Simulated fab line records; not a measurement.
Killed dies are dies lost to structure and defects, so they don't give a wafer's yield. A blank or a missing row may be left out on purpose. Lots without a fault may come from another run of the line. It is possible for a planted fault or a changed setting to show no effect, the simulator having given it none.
Which tool is to blame? ; flow n5-finfet ; 12 lots, 36 wafers sampled, at 4 steps of a route of 1938

## WHAT THE GAUGES READ, wafer by wafer
N5_BEOL_M9_INSPECT_13: inspects for defects (brightfield).
lot;measured;on;raw-defect-count
L676;day 10 05:57;defect-inspect-02;395 595 373
L678;day 10 22:34;defect-inspect-02;423 364 416
L679;day 11 05:34;defect-inspect-01;542 457 418
L685;day 11 22:22;defect-inspect-01;426 342 384
L684;day 12 00:19;defect-inspect-01;413 386 375
L687;day 12 14:20;defect-inspect-01;455 401 449
L691;day 13 19:57;defect-inspect-02;528 438 428
L690;day 13 23:37;defect-inspect-02;298 315 374
L692;day 14 07:15;defect-inspect-02;434 408 490
L695;day 14 16:22;defect-inspect-02;566 655 413
L697;day 15 22:35;defect-inspect-02;375 290 472
L699;day 16 02:43;defect-inspect-01;510 439 319

N5_BEOL_M9_INSPECT_30: inspects for defects (brightfield).
lot;measured;on;raw-defect-count
L676;day 10 06:50;defect-inspect-01;368 565 345
L678;day 11 00:27;defect-inspect-02;416 361 430
L679;day 11 08:22;defect-inspect-01;539 455 441
L685;day 11 23:26;defect-inspect-01;447 365 410
L684;day 12 02:32;defect-inspect-02;430 408 394
L687;day 12 16:53;defect-inspect-01;469 410 438
L691;day 13 22:17;defect-inspect-01;531 404 380
L690;day 14 01:21;defect-inspect-01;281 330 345
L692;day 14 11:07;defect-inspect-02;413 432 495
L695;day 14 19:52;defect-inspect-01;557 617 400
L697;day 16 01:16;defect-inspect-01;350 256 441
L699;day 16 05:16;defect-inspect-02;560 483 349

## WHICH TOOL RAN EACH LOT (tool, then ch and the chambers of the sampled wafers, then the start)
lot;N5_BEOL_M9_ILD_DEP_00;N5_BEOL_M9_COAT_75
L676;pecvd-02 ch 0,1, day 10 03:36;litho-track-03 ch 0, day 10 06:29
L678;pecvd-04 ch 1,2, day 10 20:44;litho-track-04 ch 0, day 11 00:06
L679;pecvd-01 ch 0,1, day 11 02:01;litho-track-04 ch 0, day 11 08:01
L685;pecvd-01 ch 0,1,2, day 11 18:32;litho-track-03 ch 0, day 11 23:05
L684;pecvd-02 ch 0,2, day 11 22:45;litho-track-04 ch 0, day 12 02:03
L687;pecvd-01 ch 0,1,2, day 12 11:12;litho-track-04 ch 0, day 12 16:32
L691;pecvd-01 ch 0,1, day 13 16:30;litho-track-05 ch 0, day 13 21:56
L690;pecvd-01 ch 0,2, day 13 21:01;litho-track-05 ch 0, day 14 01:00
L692;pecvd-04 ch 0,1,2, day 14 05:43;litho-track-03 ch 0, day 14 10:38
L695;pecvd-02 ch 0,1,2, day 14 14:37;litho-track-05 ch 0, day 14 19:31
L697;pecvd-02 ch 0,1,2, day 15 20:51;litho-track-04 ch 0, day 16 00:55
L699;pecvd-01 ch 0,1,2, day 16 00:00;litho-track-05 ch 0, day 16 04:52
- N5_BEOL_M9_ILD_DEP_00: deposits SiCOH lowk from DEMS/porogen, target thk 308.51 nm, time 58 s.
- N5_BEOL_M9_COAT_75: time 60 s, resist thk 5 nm.

## WHAT THE TOOLS THEMSELVES READ (means of the sampled wafers that have a number; where no wafer has one, the mark that the record gives instead)
N5_BEOL_M9_ILD_DEP_00.
lot;tool;heater-power-w (W);showerhead-plenum-p-Torr (Torr);susceptor-temp-C (C);throttle-valve-pct (%)
L676;pecvd-02;298;5.740;299.75;13.8
L678;pecvd-04;299;5.728;300.18;13.5
L679;pecvd-01;304;5.716;300.05;14.3
L685;pecvd-01;326;5.733;299.89;14.6
L684;pecvd-02;282;5.754;300.09;13.6
L687;pecvd-01;299;5.727;300.01;14.7
L691;pecvd-01;294;5.718;300.01;14.6
L690;pecvd-01;314;5.740;300.00;13.9
L692;pecvd-04;313;5.742;300.11;13.6
L695;pecvd-02;268;5.739;299.93;13.7
L697;pecvd-02;294;5.736;299.98;13.7
L699;pecvd-01;301;5.733;300.01;14.6

N5_BEOL_M9_COAT_75.
lot;tool;dispense-pressure-kPa (kPa);spin-speed-rpm (rpm)
L676;litho-track-03;47;1500.6
L678;litho-track-04;49;1499.0
L679;litho-track-04;49;1498.9
L685;litho-track-03;47;1499.5
L684;litho-track-04;49;1331.9
L687;litho-track-04;49;1331.5
L691;litho-track-05;58;1500.2
L690;litho-track-05;58;1499.2
L692;litho-track-03;47;1499.8
L695;litho-track-05;58;1501.0
L697;litho-track-04;49;1500.5
L699;litho-track-05;58;1498.8

## THE ANSWER, worked out from the rows above alone
Rule: the lots themselves supply what counts as usual. Put in order of their means at a reading, lots are off if they are a third of the lots or fewer, leave a main group of 4 or more, and stand apart from it by a gap of 3 or more times the standard deviation of the main group's means; of several such gaps the widest counts. The tables above print the reading to a certain number of digits; a main group whose means all agree to those digits is not used. A lot without any number at a reading at which 4 lots or more have one is off too. All remaining lots with rows at the step are treated as sound. The gauges are gone through in route order, then the tools' own readings, and for those a lot's mean is taken as printed above. At the first step where some lot is off, the reading lying furthest off is the one used; lots without a number count as furthest.
Off at N5_BEOL_M9_COAT_75 (spin-speed-rpm): L684, L687. Main group: mean 1499.8 rpm, sd 0.75.
If a tool, at that step or one of the process steps before it, ran each lot that is off and ran no sound lot following the first of them, it fits. Not one of the candidates tried fits.

## WHAT WAS PUT IN BY THE SIMULATOR
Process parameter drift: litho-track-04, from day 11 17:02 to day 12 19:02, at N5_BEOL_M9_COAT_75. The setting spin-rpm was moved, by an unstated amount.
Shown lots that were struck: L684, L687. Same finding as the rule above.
